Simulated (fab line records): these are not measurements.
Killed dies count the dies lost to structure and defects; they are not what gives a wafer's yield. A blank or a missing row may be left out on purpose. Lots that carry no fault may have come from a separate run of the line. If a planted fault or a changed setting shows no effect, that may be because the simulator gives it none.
Chamber matching ; flow nand-harc ; NHARC_A_BLC_ALD_23 on ald-metal-03 has 4 sister chambers
The step deposits TiN, target thk 3 nm, pulse time 1 s, ald cycles 150. 8 wafers are shown with their chamber, then 8 later ones without.

EACH WAFER AND ITS CHAMBER
wafer;chamber;heater-power-w (W);heater-power-outer-w (W)
L079.4;2;1095;720
L081.4;1;1120;700
L085.4;0;1227;701
L085.6;2;1119;722
L087.2;3;1120;655
L087.5;0;1238;690
L087.6;3;1111;666
L086.2;1;1101;708

WAFERS WHOSE CHAMBER IS MISSING
wafer;heater-power-w (W);heater-power-outer-w (W)
L086.5;1081;722
L086.6;1054;702
L089.1;1206;693
L089.4;1095;715
L089.5;1101;731
L094.2;1181;689
L094.3;1042;627
L094.4;1075;673

THE CHAMBER EACH PASSED THROUGH
wafer;from the rows above;in truth
L086.5;can't be placed: 2 or 1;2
L086.6;can't be placed: 1 or 2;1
L089.1;0;0
L089.4;can't be placed: 2 or 1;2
L089.5;2;2
L094.2;can't be placed: 0 or 1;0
L094.3;3;3
L094.4;can't be placed: 3 or 1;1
3 of 8 placed correctly. From these rows, 5 cannot be placed; in 5 the true chamber is one of the candidates. 0 placed wrongly.
How it was worked out, from the rows above alone: a wafer's distance from a chamber is the root of the sum, over the readings, of the square of ((its reading less the chamber's mean) divided by the reading's scatter). The wafer belongs to the nearest chamber; if the next one is less than 2 further off, it can't be placed. For every chamber, the mean is computed from those of its wafers that are shown. The scatter: the root of (the sum of the squares of (reading less its chamber's mean) over the shown wafers, divided by (wafers less chambers)).
